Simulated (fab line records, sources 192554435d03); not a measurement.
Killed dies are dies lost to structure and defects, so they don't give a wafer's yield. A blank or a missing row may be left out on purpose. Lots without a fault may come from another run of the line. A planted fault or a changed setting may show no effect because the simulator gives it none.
Split-lot experiment | flow n5_finfet | 7 lots, 39 wafers read, on a route of 1938 steps

THE SPLIT
At N5_DUMMY_GATE_ETCH_32 (etches SiO2 in CF4, target depth 3.5 nm, time 3.9 s), the setting time_s was moved away from the recipe's 3.9 s on 15 of the 39 wafers read, by -18.4% to +23.1%. The other wafers ran this setting at the recipe's value.

The reading is taken at the split's own step.

THE READING
etch.depth_nm (the simulator's own value, which no gauge read), in nm, at N5_DUMMY_GATE_ETCH_32 (etches SiO2 in CF4, target depth 3.5 nm, time 3.9 s). The file gives no usual value for it. The 24 wafers here that ran the recipe average 3.465 nm, standard deviation 0.059 nm.

wafer  | tool, chamber at the split | time_s as run, s | against the recipe | etch.depth_nm, nm | against lot-mates on the recipe
L074.1 | rie_si-01, 2               | 3.9              | recipe             | 3.441             | -
L074.2 | rie_si-01, 1               | 3.9              | recipe             | 3.418             | -
L074.3 | rie_si-01, 0               | 3.9              | recipe             | 3.494             | -
L074.4 | rie_si-01, 3               | 3.9              | recipe             | 3.483             | -
L074.5 | rie_si-01, 2               | 3.9              | recipe             | 3.415             | -
L074.6 | rie_si-01, 3               | 3.9              | recipe             | 3.509             | -
L079.1 | rie_si-02, 0               | 3.9              | recipe             | 3.488             | -
L079.2 | rie_si-02, 3               | 3.544            | -9.1%              | 3.219             | -0.241
L079.3 | rie_si-02, 1               | 3.9              | recipe             | 3.45              | -
L079.4 | rie_si-02, 2               | 3.544            | -9.1%              | 3.292             | -0.168
L079.5 | rie_si-02, 1               | 3.9              | recipe             | 3.443             | -
L079.6 | rie_si-02, 0               | 3.544            | -9.1%              | 3.161             | -0.299
L080.1 | rie_si-01, 0               | 4.446            | +14.0%             | 4.026             | +0.522
L080.2 | rie_si-01, 2               | 3.9              | recipe             | 3.486             | -
L080.3 | rie_si-01, 3               | 4.446            | +14.0%             | 3.997             | +0.493
L080.4 | rie_si-01, 1               | 4.446            | +14.0%             | 3.935             | +0.431
L080.5 | rie_si-01, 3               | 3.9              | recipe             | 3.499             | -
L080.6 | rie_si-01, 0               | 3.9              | recipe             | 3.527             | -
L087.1 | rie_si-06, 3               | 3.9              | recipe             | 3.5               | -
L087.2 | rie_si-06, 2               | 3.9              | recipe             | 3.46              | -
L087.3 | rie_si-06, 0               | 3.9              | recipe             | 3.525             | -
L087.4 | rie_si-06, 1               | 4.663            | +19.6%             | 4.112             | +0.617
L087.5 | rie_si-06, 0               | 4.663            | +19.6%             | 4.195             | +0.700
L087.6 | rie_si-06, 1               | 4.663            | +19.6%             | 4.095             | +0.600
L090.4 | rie_si-02, 1               | 3.9              | recipe             | 3.385             | -
L090.5 | rie_si-02, 0               | 3.9              | recipe             | 3.444             | -
L090.6 | rie_si-02, 3               | 3.9              | recipe             | 3.542             | -
L093.1 | rie_si-02, 0               | 4.799            | +23.1%             | 4.177             | +0.815
L093.2 | rie_si-02, 1               | 3.9              | recipe             | 3.355             | -
L093.3 | rie_si-02, 2               | 4.799            | +23.1%             | 4.34              | +0.978
L093.4 | rie_si-02, 3               | 4.799            | +23.1%             | 4.295             | +0.933
L093.5 | rie_si-02, 0               | 3.9              | recipe             | 3.407             | -
L093.6 | rie_si-02, 1               | 3.9              | recipe             | 3.325             | -
L096.1 | rie_si-06, 2               | 3.9              | recipe             | 3.51              | -
L096.2 | rie_si-06, 0               | 3.181            | -18.4%             | 2.898             | -0.625
L096.3 | rie_si-06, 3               | 3.9              | recipe             | 3.475             | -
L096.4 | rie_si-06, 1               | 3.181            | -18.4%             | 2.788             | -0.735
L096.5 | rie_si-06, 0               | 3.9              | recipe             | 3.583             | -
L096.6 | rie_si-06, 1               | 3.181            | -18.4%             | 2.808             | -0.715

THE FIT
A straight line over all 39 wafers: etch.depth_nm changes by +0.0343 nm for each +1% of time_s; r = +0.99; the points scatter about the line by 0.062 nm.
The same after taking each lot's own level away (the mean of its wafers on the recipe; 39 wafers): +0.0358 nm for each +1%; r = +0.99; scatter 0.06 nm.
On that fit, the largest move of time_s shifts the reading by 0.83 nm.
The lots' own levels span 3.3623 to 3.5227 nm, that is 2.7 times the standard deviation above.
So the lot-to-lot level changes the slope little: the two slopes agree.
Check: with one of the wafers moved furthest among these (+23.1%) left out of the fit, the line predicts +0.833 nm for it against its lot-mates. It came out at +0.815 nm against them.

OTHER SPLITS ON THESE WAFERS
These wafers also went through other splits before the reading. Each is held against what the fit with the lots' levels taken away leaves over:
other split on the same wafers    | wafers away from the commonest value | r with etch.depth_nm (lot level and that fit taken away)
N5_WELL_APT_IMPLANT_32 energy_kev | 12                                   | -0.02
N5_FIN_CUT_CUT_ETCH_26 source_w   | 12                                   | -0.08
N5_DUMMY_GATE_EXPOSE_12 dose_mj   | 15                                   | -0.27

THE FILE'S OWN FIT
etch.depth_nm changes by +0.0359 nm for each +1% of time_s, r = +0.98.
